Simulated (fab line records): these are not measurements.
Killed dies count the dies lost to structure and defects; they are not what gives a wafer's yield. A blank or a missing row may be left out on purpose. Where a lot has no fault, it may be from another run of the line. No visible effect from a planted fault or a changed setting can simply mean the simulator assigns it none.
fab line records	flow n5_finfet
record: lots: 10	wafers: 30	last_day: 18
route steps=1938 shown BEOL_M0_CUTY@713 BEOL_M4@1111 MIM_TOP@1837 MIM_TOP_ETCH@1853 PASSIVATION@1916
lots that met no fault: from a run of the same line without faults
start_h: hours from the record's opening day to when the first of the lot's shown wafers began	wait_h: how many hours have passed since the lot's step before this one	" unchanged from the row above	L1.1+2: a single row standing in for several wafers	- no value, or no start given	* or withheld: withheld	< > ~ a bound
route shown NAME@n: names a module that has steps shown in the file, with the first one's number in the route	usual: average and standard deviation across the fault-free wafers	same: alike in all rows	chamber/n: place in a boat	sites: per-site readings	_std_site: the standard deviation of these	_edge_site: the outer-site mean with the inner-site mean subtracted	radius_mm: how far each site lies from the wafer's centre	mask NAME#n: copy n	behind: the tool/chamber that last shaped the wafer	hold: the reason the lot was held/the length of the hold in hours/how it ended	device: whichever transistor did not switch (one of n, p or np)	end of line: tests of these same wafers at the route's end	a step given without rows: its recipe and nothing more	killed: the dies lost at the first sort to structure and to defects; this is not the yield of the wafer	map: a wafer's dies, marking killed ones x, the rest . and places with no die _
set.NAME: the setting the step ran with; set.NAME@STEP: the setting that earlier step ran with	model.NAME: the simulator's own value behind a step, which no gauge read
route steps across a sampled set of lots; one table per step, one row per wafer
services: when a tool's chamber went out of use (start_h, in hours from the record's first day, below 0 if earlier), for how many hours, and the reason
== steps ==
step: N5_BEOL_M0_CUTY_ETCH_63
recipe: chemistry: N2/H2	target: SOC	target_depth_a: 827	overetch_a: 165	mask_material: SiARC	temp_c: 40	ion_energy_ev: 200	time_s: 124	pressure_mtorr: 30	source_w: 840	bias_w: 150	n2_flow_sccm: 200	h2_flow_sccm: 200
usual: drypump_motor_current_A: 5.7/0.53	oes_product_au: 0.65/0.068	rf_fwd_power_W: 836.8/2.7	rf_vpp_V: 524.1/2.7	showerhead_plenum_p_Torr: 2.54/0.093	throttle_valve_pct: 17.73/0.24
lot.wafer	tool	chamber	start_h	wait_h	drypump_motor_current_A	oes_product_au	rf_fwd_power_W	rf_hours_counter_h	rf_vpp_V	showerhead_plenum_p_Torr	throttle_valve_pct
L487.1	rie_diel-03	0	117.22	0.0	5.2	0.66	838.3	84	528.2	2.66	17.71
L487.3	"	2	"	"	5.6	0.72	837.5	50	524.3	2.47	17.85
L487.5	"	3	"	"	5.7	0.68	838.6	-	522.0	2.47	17.63
L488.1	rie_diel-06	3	124.17	0.0	5.0	0.80	836.6	6	528.5	2.70	17.70
L488.4	"	3	"	"	5.0	0.80	836.3	-	528.3	2.70	17.71
L488.6	"	2	"	"	5.3	0.58	838.8	-	526.7	2.59	17.89
L493.1	rie_diel-06	2	149.42	0.0	5.4	0.57	839.3	231	524.7	2.59	17.90
L493.3	"	0	"	"	5.3	0.79	837.2	5	526.2	2.60	17.74
L493.4	"	3	"	"	5.0	0.78	838.3	14	527.8	2.69	17.74
L494.1	rie_diel-03	0	154.20	0.0	5.2	0.65	835.1	96	527.7	2.65	17.73
L494.4	"	3	"	"	5.7	0.67	834.9	83	520.7	2.46	17.65
L494.6	"	0	"	"	5.1	0.65	831.1	-	527.8	2.65	17.71
L495.1	rie_diel-03	0	163.98	0.0	5.2	0.65	830.8	99	527.5	2.65	17.73
L495.3	"	3	"	"	5.7	0.67	837.6	87	521.0	2.46	17.64
L495.6	"	1	"	"	6.3	0.66	837.2	-	523.6	2.56	17.35
L497.3	rie_diel-03	2	173.73	0.0	5.6	0.69	833.1	68	521.1	2.46	17.90
L497.4	"	0	"	"	5.2	0.65	835.7	104	526.2	2.65	17.74
L497.6	"	2	"	"	5.6	0.70	832.2	-	521.9	2.46	17.90
L498.3	rie_diel-03	2	184.97	0.0	5.6	0.69	838.9	73	522.7	2.46	17.90
L498.5	"	2	"	"	5.7	0.68	835.9	-	521.9	2.46	17.92
L498.6	"	3	"	"	5.7	0.61	837.1	-	523.5	2.46	17.66
L499.1	rie_diel-03	1	187.16	0.0	6.2	0.66	844.5	99	525.2	2.55	17.36
L499.4	"	2	"	"	5.6	0.63	843.1	74	523.0	2.46	17.91
L499.5	"	1	"	"	6.2	0.66	838.0	-	524.8	2.55	17.36
L508.2	rie_diel-04	0	241.12	0.0	4.9	0.65	839.6	112	522.5	2.45	17.85
L508.4	"	2	"	"	6.8	0.55	834.4	235	522.8	2.51	18.27
L508.5	"	2	"	"	6.8	0.55	833.9	-	524.6	2.51	18.28
L510.1	rie_diel-04	0	254.16	0.0	4.9	0.65	838.5	117	521.7	2.44	17.89
L510.3	"	2	"	"	6.8	0.55	837.0	241	522.8	2.50	18.30
L510.4	"	1	"	"	5.7	0.60	840.5	199	521.6	2.42	17.51
step: N5_BEOL_M4_RC_MEAS_101
usual: DIBL_N: 36.0/2.2	DIBL_P: 36.2/2.4	IOFF_N: 0.16/0.035	IOFF_P: 0.21/0.037	ION_N: 672/13	ION_P: 461/7	SS_N: 71.4/0.69	SS_P: 73.2/0.75	VT_N: 250/3.4	VT_P: -251/3
lot.wafer	tool	chamber	start_h	wait_h	DIBL_N[mV/V]	DIBL_P[mV/V]	IOFF_N[nA/um]	IOFF_P[nA/um]	ION_N[uA/um]	ION_P[uA/um]	SS_N[mV/dec]	SS_P[mV/dec]	VT_N[mV]	VT_P[mV]
L487.1	prober-01	0	205.02	0.0	33.9	34.2	0.12	0.17	659	451	71.3	73.7	252	-257
L487.3	"	0	"	"	35.4	35.7	0.16	0.19	677	457	71.1	73.4	250	-253
L487.5	"	0	"	"	35.7	36.5	0.17	0.21	694	467	70.8	73.6	246	-252
L488.1	prober-02	0	207.70	0.0	33.4	33.8	0.13	0.17	678	460	70.8	72.1	252	-251
L488.4	"	0	"	"	30.8	32.2	0.10	0.16	659	462	70.2	72.1	257	-254
L488.6	"	0	"	"	33.7	34.7	0.14	0.19	679	465	70.8	72.4	249	-253
L493.1	prober-01	0	235.09	0.0	35.2	34.8	0.14	0.18	665	455	71.1	72.2	253	-255
L493.3	"	0	"	"	32.3	32.9	0.11	0.16	655	454	70.3	71.8	254	-252
L493.4	"	0	"	"	35.6	36.0	0.14	0.19	667	461	71.0	72.8	251	-254
L494.1	prober-02	0	235.70	0.0	34.2	33.5	0.13	0.18	675	465	70.3	72.5	252	-250
L494.4	"	0	"	"	36.7	37.9	0.18	0.24	684	471	71.8	73.6	246	-246
L494.6	"	0	"	"	36.2	36.5	0.16	0.22	683	460	70.8	73.1	249	-250
L495.1	prober-01	0	240.70	0.0	38.1	37.4	0.20	0.21	667	455	72.1	73.1	250	-252
L495.3	"	0	"	"	38.7	40.3	0.22	0.26	690	466	71.9	74.4	244	-246
L495.6	"	0	"	"	37.8	39.1	0.19	0.23	677	459	71.7	73.5	248	-252
L497.3	prober-02	0	264.73	0.3	34.0	32.1	0.13	0.18	666	458	71.1	72.2	253	-250
L497.4	"	0	"	"	36.6	35.7	0.18	0.24	673	470	72.5	73.2	246	-246
L497.6	"	0	"	"	33.7	32.3	0.12	0.18	665	460	70.4	72.5	253	-248
L499.1	prober-02	0	271.14	0.0	38.0	37.7	0.17	0.22	666	463	72.0	74.5	251	-251
L499.5	"	0	"	"	40.8	40.8	0.24	0.28	692	470	72.7	74.1	244	-248
L498.3	prober-02	0	273.10	0.3	31.8	33.3	0.11	0.16	651	452	70.9	73.1	254	-254
L498.5	"	0	"	"	35.7	37.8	0.16	0.22	663	458	72.4	73.2	248	-252
L508.2	prober-02	0	333.93	0.2	36.0	34.2	0.14	0.21	677	467	71.6	73.0	251	-244
L508.4	"	0	"	"	39.7	38.0	0.20	0.28	687	476	71.6	73.2	247	-243
L508.5	"	0	"	"	38.7	37.5	0.18	0.26	677	471	71.9	73.5	247	-245
L510.1	prober-01	0	341.10	0.0	36.0	35.5	0.14	0.20	676	466	70.8	73.0	251	-249
L510.3	"	0	"	"	37.5	37.4	0.18	0.24	682	473	71.7	73.2	249	-247
L510.4	"	0	"	"	36.2	36.2	0.16	0.21	678	466	71.3	73.0	250	-248
step: N5_MIM_TOP_DEGAS_04
recipe: ambient: vacuum	temp_c: 300	time_s: 60
usual: heater_power_w: 470/28
lot.wafer	tool	chamber	start_h	wait_h	heater_power_w
L487.1	pvd_sputter-01	-	299.62	-	461
L487.3	"	-	"	"	443
L487.5	"	-	"	"	441
L488.1	pvd_sputter-03	-	303.56	-	451
L488.4	"	-	"	"	515
L488.6	"	-	"	"	525
L493.1	pvd_sputter-01	-	326.96	-	445
L493.3	"	-	"	"	463
L493.4	"	-	"	"	478
L494.1	pvd_sputter-01	-	333.38	-	484
L494.4	"	-	"	"	485
L494.6	"	-	"	"	456
L495.1	pvd_sputter-01	-	337.64	-	457
L495.3	"	-	"	"	465
L495.6	"	-	"	"	470
L497.3	pvd_sputter-01	-	362.30	-	476
L497.4	"	-	"	"	454
L497.6	"	-	"	"	465
L498.3	pvd_sputter-03	-	367.43	-	452
L498.5	"	-	"	"	448
L499.1	pvd_sputter-03	-	371.89	-	453
L499.5	"	-	"	"	512
L508.2	pvd_sputter-01	-	429.11	-	464
L508.4	"	-	"	"	475
L508.5	"	-	"	"	442
L510.1	pvd_sputter-03	-	429.79	-	519
L510.3	"	-	"	"	440
L510.4	"	-	"	"	511
step: N5_MIM_TOP_ETCH_PECVD_03
recipe: material: SiNx	target_thk_a: 200	temp_c: 400	precursor: SiH4/NH3/N2	pressure_torr: 1.5	rf_w: 300	time_s: 17.6
usual: heater_power_w: 856/150	rf_fwd_power_W: 296.5/1.1	showerhead_plenum_p_Torr: 5.12/0.094	throttle_valve_pct: 39.2/1.5
lot.wafer	tool	chamber	start_h	wait_h	heater_power_w	rf_fwd_power_W	showerhead_plenum_p_Torr	throttle_valve_pct
L487.1	pecvd-02	1	300.58	-	769	295.9	5.18	40.7
L487.3	"	2	"	"	1074	295.5	5.03	39.7
L487.5	"	0	"	"	869	297.2	5.01	37.6
L488.1	pecvd-02	0	304.36	-	781	295.7	5.01	37.6
L488.4	"	1	"	"	704	296.5	5.20	40.9
L488.6	"	2	"	"	1077	296.6	5.03	39.6
L493.1	pecvd-04	2	327.86	-	735	296.8	5.23	38.4
L493.3	"	0	"	"	792	297.4	5.15	37.7
L493.4	"	0	"	"	800	294.8	5.14	37.9
L494.1	pecvd-02	2	334.31	-	1045	296.9	5.03	39.8
L494.4	"	2	"	"	1074	297.9	5.02	40.0
L494.6	"	2	"	"	1060	296.5	5.03	39.7
L495.1	pecvd-04	2	338.59	-	759	295.1	5.22	38.2
L495.3	"	1	"	"	697	296.5	5.08	42.7
L495.6	"	2	"	"	760	296.7	5.23	38.1
L497.3	pecvd-02	2	363.15	-	912	297.2	5.02	40.0
L497.4	"	2	"	"	933	296.8	5.03	39.9
L497.6	"	1	"	"	721	294.4	5.16	40.5
L498.3	pecvd-01	0	368.35	-	840	296.1	5.26	37.9
L498.5	"	0	"	"	840	296.0	5.26	37.9
L499.1	pecvd-02	2	372.83	-	1004	295.3	5.03	39.8
L499.5	"	0	"	"	938	296.5	5.00	38.1
L508.2	pecvd-01	2	430.06	-	1019	296.4	5.11	38.3
L508.4	"	2	"	"	1037	297.0	5.12	38.5
L508.5	"	0	"	"	816	297.2	5.26	37.6
L510.1	pecvd-04	2	430.60	-	737	296.8	5.23	39.0
L510.3	"	0	"	"	714	297.2	5.14	38.3
L510.4	"	1	"	"	680	296.5	5.08	42.8
step: N5_PASSIVATION_PECVD_35
recipe: material: SiNx	target_thk_a: 7000	temp_c: 400	precursor: SiH4/NH3/N2	pressure_torr: 4.9	rf_w: 1406	time_s: 151.3
usual: heater_power_w: 476/130	rf_fwd_power_W: 1401/4.7	showerhead_plenum_p_Torr: 8.70/0.1	throttle_valve_pct: 29.2/2.6
lot.wafer	tool	chamber	start_h	wait_h	heater_power_w	rf_fwd_power_W	showerhead_plenum_p_Torr	throttle_valve_pct
L487.1	pecvd-01	1	306.61	0.1	304	1400	8.79	29.3
L487.3	"	2	"	"	661	1400	8.64	28.0
L487.5	"	1	"	"	190	1398	8.77	29.2
L488.1	pecvd-02	2	314.48	0.1	718	1407	8.55	29.1
L488.4	"	2	"	"	522	1406	8.55	29.0
L488.6	"	1	"	"	312	1398	8.73	29.6
L493.1	pecvd-01	1	334.57	0.1	268	1405	8.79	29.4
L493.3	"	0	"	"	449	1402	8.82	27.5
L493.4	"	2	"	"	703	1396	8.67	28.2
L494.1	pecvd-02	2	339.69	0.1	551	1400	8.56	29.2
L494.4	"	0	"	"	516	1402	8.54	27.6
L494.6	"	2	"	"	671	1399	8.56	29.0
L495.1	pecvd-03	0	343.57	0.1	395	1399	8.65	35.6
L495.3	"	2	"	"	571	1398	8.80	26.3
L495.6	"	2	"	"	611	1400	8.80	26.5
L497.3	pecvd-01	1	368.98	0.1	240	1393	8.76	29.3
L497.4	"	1	"	"	268	1401	8.77	29.5
L497.6	"	0	"	"	432	1394	8.79	27.6
L498.3	pecvd-02	2	373.84	0.1	627	1399	8.54	29.1
L498.5	"	0	"	"	498	1402	8.55	27.8
L499.1	pecvd-03	1	377.89	0.1	521	1398	8.81	30.7
L499.5	"	2	"	"	543	1394	8.77	26.8
L510.1	pecvd-01	0	437.10	0.1	494	1402	8.81	27.7
L510.3	"	2	"	"	575	1396	8.66	28.3
L510.4	"	2	"	"	625	1396	8.65	28.0
L508.2	pecvd-03	1	437.21	0.1	519	1408	8.79	27.4
L508.4	"	1	"	"	532	1403	8.80	27.1
L508.5	"	1	"	"	364	1406	8.80	27.0
step: N5_PASSIVATION_PROBE_49
usual: defect_limited_yield: 91.2/1.4	killed_at_M0_to_M3: 34/9.4	killed_at_M4_up: 14/5.6	killed_at_contacts: 13/7.8	killed_at_front_end: 37/10	killed_at_other: 4/3.3	killed_dies: 103/17	killed_on_rim: 14/3.5	killed_open: 68/13	killed_short: 33/8.2	sort_bin_5_function: 5.1/0.92	sort_bin_6_memory: 3.3/0.71	sort_bin_8_speed: 0.01/0.043	sort_n_pass: 1077/17	sort_yield_pct: 91.2/1.4
same: gross_dies: 1180	killed_at_back_side: 0	sort_bin_4_leakage[%]: 0
lot.wafer	tool	chamber	start_h	wait_h	defect_limited_yield[%]	killed_at_M0_to_M3	killed_at_M4_up	killed_at_contacts	killed_at_front_end	killed_at_other	killed_dies	killed_on_rim	killed_open	killed_short	sort_bin_5_function[%]	sort_bin_6_memory[%]	sort_bin_8_speed[%]	sort_n_pass	sort_yield_pct[%]
L495.1	prober-02	-	347.14	0.0	93.0	28	9	10	33	3	83	11	59	24	4.1	2.5	0	1097	93.0
L495.3	prober-02	-	347.24	0.1	91.3	30	9	6	50	8	103	14	62	37	5.1	3.1	0	1077	91.3
L495.6	prober-02	-	347.39	0.3	90.6	37	13	10	51	0	111	17	75	27	5.6	3.0	0	1069	90.6
L498.3	prober-01	-	378.02	0.1	91.6	45	6	4	41	3	99	12	56	43	5.0	3.1	0	1081	91.6
L498.5	prober-01	-	378.12	0.2	92.0	45	14	7	20	8	94	16	69	25	5.1	2.5	0	1086	92.0
L498.6	prober-01	-	378.17	0.3	2.3	1097	12	12	32	0	1153	152	61	32	95.1	2.3	0	27	2.3
L499.1	prober-01	-	381.59	0.0	93.1	14	9	20	36	2	81	10	45	22	3.1	2.5	0	1099	93.1
L499.4	prober-01	-	381.74	0.2	0.3	1124	10	23	19	0	1176	152	61	24	96.1	3.4	0	4	0.3
L499.5	prober-01	-	381.79	0.2	93.1	26	6	11	30	8	81	8	47	33	3.2	3.3	0.08	1099	93.1
killed by level:class
L495.1 STI_FIN_REVEAL:geometric_particle:open=10 MOL_CONTACT_COAG:geometric_particle:open=9 BEOL_M0_SAQP:geometric_particle:open=6 BEOL_M1:geometric_particle:open=6 FIN_SAQP:geometric_particle:open=5 BEOL_M3:geometric_particle:open=5 FIN_SAQP:geometric_particle:short=4 BEOL_M2:geometric_particle:open=4
L495.3 STI_FIN_REVEAL:geometric_particle:open=15 BEOL_M0_SAQP:geometric_particle:open=12 BEOL_M0_SAQP:geometric_particle:short=11 ILD0:geometric_particle:short=5 MOL_CONTACT_COAG:geometric_particle:open=5 FIN_SAQP:geometric_particle:short=4 ILD0:geometric_particle:open=4 STARTING-WAFER:geometric_particle:short=4
L495.6 STI_FIN_REVEAL:geometric_particle:open=16 BEOL_M0_SAQP:geometric_particle:open=12 MOL_CONTACT_COAG:geometric_particle:open=9 BEOL_M0_SAQP:geometric_particle:short=9 HKMG_FIN:area_etch=9 DUMMY_GATE:geometric_particle:open=6 BEOL_M2:geometric_particle:open=6 BEOL_M4:geometric_particle:open=5
L498.3 BEOL_M0_SAQP:geometric_particle:short=14 BEOL_M0_SAQP:geometric_particle:open=13 FIN_SAQP:geometric_particle:open=11 FIN_SAQP:geometric_particle:short=6 GATE_CUT:geometric_particle:short=6 BEOL_M1:geometric_particle:open=5 BEOL_M2:geometric_particle:open=5 STARTING-WAFER:geometric_particle:short=5
L498.5 BEOL_M0_SAQP:geometric_particle:open=17 BEOL_M0_SAQP:geometric_particle:short=12 BEOL_M4:geometric_particle:open=9 BEOL_M1:geometric_particle:open=7 MOL_CONTACT_COAG:geometric_particle:open=6 STI_FIN_REVEAL:geometric_particle:open=5 FIN_SAQP:geometric_particle:open=4 BEOL_M3:geometric_particle:open=4
L498.6 BEOL_M0_CUTY:area_etch=1060 MOL_CONTACT_COAG:geometric_particle:open=11 STI_FIN_REVEAL:geometric_particle:open=10 BEOL_M0_SAQP:geometric_particle:open=10 BEOL_M1:geometric_particle:open=7 BEOL_M2:geometric_particle:open=7 FIN_SAQP:geometric_particle:short=6 BEOL_M5:geometric_particle:open=6
L499.1 MOL_CONTACT_COAG:geometric_particle:open=16 HKMG_FIN:area_etch=12 BEOL_M3:geometric_particle:open=6 BEOL_M4:geometric_particle:open=5 MOL_CONTACT_COAG:geometric_particle:short=4 DUMMY_GATE:geometric_particle:open=3 ILD0:geometric_particle:short=3 GATE_CUT:geometric_particle:short=3
L499.4 BEOL_M0_CUTY:area_etch=1091 MOL_CONTACT_COAG:geometric_particle:open=20 BEOL_M2:geometric_particle:open=8 BEOL_M0_SAQP:geometric_particle:short=7 BEOL_M0_SAQP:geometric_particle:open=5 BEOL_M3:geometric_particle:open=5 BEOL_M1:geometric_particle:open=4 BEOL_M4:geometric_particle:open=4
L499.5 MOL_CONTACT_COAG:geometric_particle:open=9 FIN_SAQP:geometric_particle:short=7 FIN_SAQP:geometric_particle:open=7 BEOL_M0_SAQP:geometric_particle:short=7 BEOL_M0_SAQP:geometric_particle:open=5 ILD0:geometric_particle:open=4 MIM_TOP_ETCH:geometric_particle:short=4 BEOL_M2:geometric_particle:open=3
== services ==
tool	chamber	start_h	hours	kind
pecvd-02	-	108.77	0.9	repair
pecvd-03	1	140.91	3.5	repair
pecvd-01	-	142.64	2.8	pm
pvd_sputter-03	-	144.16	23.3	repair
pecvd-01	0	152.59	28.6	repair
pecvd-04	0	185.76	4.8	repair
pecvd-01	-	188.11	1.8	repair
pecvd-02	0	192.78	19.7	repair
pecvd-01	0	206.51	20.5	repair
pecvd-04	-	224.36	1.5	repair
pecvd-03	0	225.67	2.2	repair
rie_diel-03	1	265.87	8.3	repair
pecvd-04	-	305.66	14.0	repair
rie_diel-03	0	314.36	19.1	repair
rie_diel-03	1	319.35	9.5	repair
pecvd-02	1	324.87	29.1	repair
rie_diel-03	3	338.59	11.0	repair
pecvd-01	0	340.13	6.7	repair
pecvd-03	-	366.32	6.0	pm
pecvd-01	0	369.92	5.3	repair
rie_diel-03	2	380.00	12.7	repair
pecvd-03	-	390.43	2.8	pm
rie_diel-03	2	394.52	8.1	repair
pecvd-04	1	399.37	5.4	repair
== key ==
first_sign: step: N5_PASSIVATION_PROBE_49	reading: killed_at_M0_to_M3	direction: up	sigmas: 99+	usual: 34	struck: 1110
effect: step: N5_PASSIVATION_PROBE_49	reading: sort_bin_5_function	direction: up	sigmas: 98	usual: 5.1	struck: 95.6
more_kills_born_at: N5_BEOL_M0_CUTY_ETCH_63@rie_diel-03: 2151
met_at N5_BEOL_M0_CUTY_ETCH_63
struck_lots L498,L499
struck_wafers L498.6,L499.4
later_rows_left_out L498.6,L499.4
baseline_loss: step: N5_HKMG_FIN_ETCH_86	wafers: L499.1
not_acting_at N5_MIM_TOP_DEGAS_04,N5_MIM_TOP_ETCH_PECVD_03,N5_PASSIVATION_PECVD_35
onset_between 173.73 184.97
fault: kind: process_parameter_drift	tool: rie_diel-03	chamber: -	onset_h: 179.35	steps: N5_BEOL_M0_CUTY_ETCH_63	channel: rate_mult	offset: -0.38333	shape: step	end_h: 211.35	scope: struck_wafers_only
later_rows_left_out: the simulator's readings of these wafers behind a module that went badly wrong aren't trusted and aren't shown, but for the sort
baseline_loss: these wafers lose ten dies or more at that step, a loss of the line's own and not of a fault; the sort's usual values leave them out
